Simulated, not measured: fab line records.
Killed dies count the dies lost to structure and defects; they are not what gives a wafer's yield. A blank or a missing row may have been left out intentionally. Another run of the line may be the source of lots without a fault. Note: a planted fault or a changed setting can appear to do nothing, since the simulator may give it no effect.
3 desks, one fault -- flow nand_harc -- what lay behind the numbers comes last; until then each desk has only its own

== AT THE TOOL OWNER'S DESK: pvd_sputter-01 ==
The tool's own readings at NHARC_A_M1_PVD_21 (deposits Cu, target thk 30 nm, time 20.49 s): means of the sampled wafers that have a number, for each lot that ran on this tool. If a lot's mean is further than 4 standard deviations from the usual mean, the lot is out of limits and carries the mark OUT (the distance appears in the brackets).
Columns: A = throttle_valve_pct at NHARC_A_M1_PVD_21, usual 29.4 %
lot,first seen here,A
L938,day 27 22:37,28.3
L940,day 28 23:49,29.2
L942,day 29 02:24,28.7
L943,day 29 08:43,29.1
This desk's verdict: no lot among the 4 shows anything out of limits.

== THE DEFECT DESK ==
Lot by lot, what the route's inspections counted, given as the mean of those sampled wafers with a number. If a lot's mean is further than 4 standard deviations from the usual mean, the lot is out of limits and carries the mark OUT (the distance appears in the brackets).
Columns: A = raw_defect_count at NHARC_A_M1_INSPECT_11, usual 80; B = raw_defect_count at NHARC_A_M1_INSPECT_27, usual 530
lot,first seen here,A,B
L937,day 27 04:40,78,622
L938,day 27 21:19,37,434
L939,day 27 22:50,92,674
L940,day 28 18:35,59,384
L942,day 29 01:05,97,878
L943,day 29 07:25,57,442
This desk's verdict: no lot among the 6 shows anything out of limits.

== THE METROLOGY DESK ==
What the gauges read for every lot (on any tool): the sampled wafers with a number, averaged. If a lot's mean is further than 4 standard deviations from the usual mean, the lot is out of limits and carries the mark OUT (the distance appears in the brackets). Readings shown: 7 of its 8, picked as those furthest out on some lot.
Columns: A = overlay_x_nm at NHARC_A_M1_OVL_MEAS_10, usual 0.0 nm; B = overlay_y_nm at NHARC_A_M1_OVL_MEAS_10, usual -0.1 nm; C = cd_nm at NHARC_A_M1_CD_MEAS_16, usual 120.2 nm; D = cd_nm at NHARC_A_BONDPAD_CD_MEAS_09, usual 500.6 nm; E = overlay_x_nm at NHARC_A_BONDPAD_OVL_MEAS_35, usual 0 nm; F = overlay_y_nm at NHARC_A_BONDPAD_OVL_MEAS_35, usual -1 nm; G = cd_nm at NHARC_A_BONDPAD_CD_MEAS_13, usual 499.8 nm
lot,first seen here,A,B,C,D,E,F,G
L937,day 27 04:38,1.1,0.3,119.5,500.7,5,5,498.5
L938,day 27 21:17,-0.2,-0.0,120.3,496.5,-9,-11,493.9
L939,day 27 22:47,0.4,2.5,120.4,501.0,-4,-2,498.7
L940,day 28 18:32,-1.3,0.8,120.6,503.1,3,-4,503.3
L942,day 29 01:03,0.7,-0.9,120.6,495.2,6,-13,495.4
L943,day 29 07:23,0.6,-0.1,118.8,496.5,11,0,496.0
This desk's verdict: no lot among the 6 shows anything out of limits.

== BROUGHT TOGETHER ==
Nothing out of limits was seen by the tool owner's desk.
The defect desk saw nothing out of limits.
Metrology desk: nothing out of limits seen.

== WHAT THE SIMULATOR HAD INSERTED ==
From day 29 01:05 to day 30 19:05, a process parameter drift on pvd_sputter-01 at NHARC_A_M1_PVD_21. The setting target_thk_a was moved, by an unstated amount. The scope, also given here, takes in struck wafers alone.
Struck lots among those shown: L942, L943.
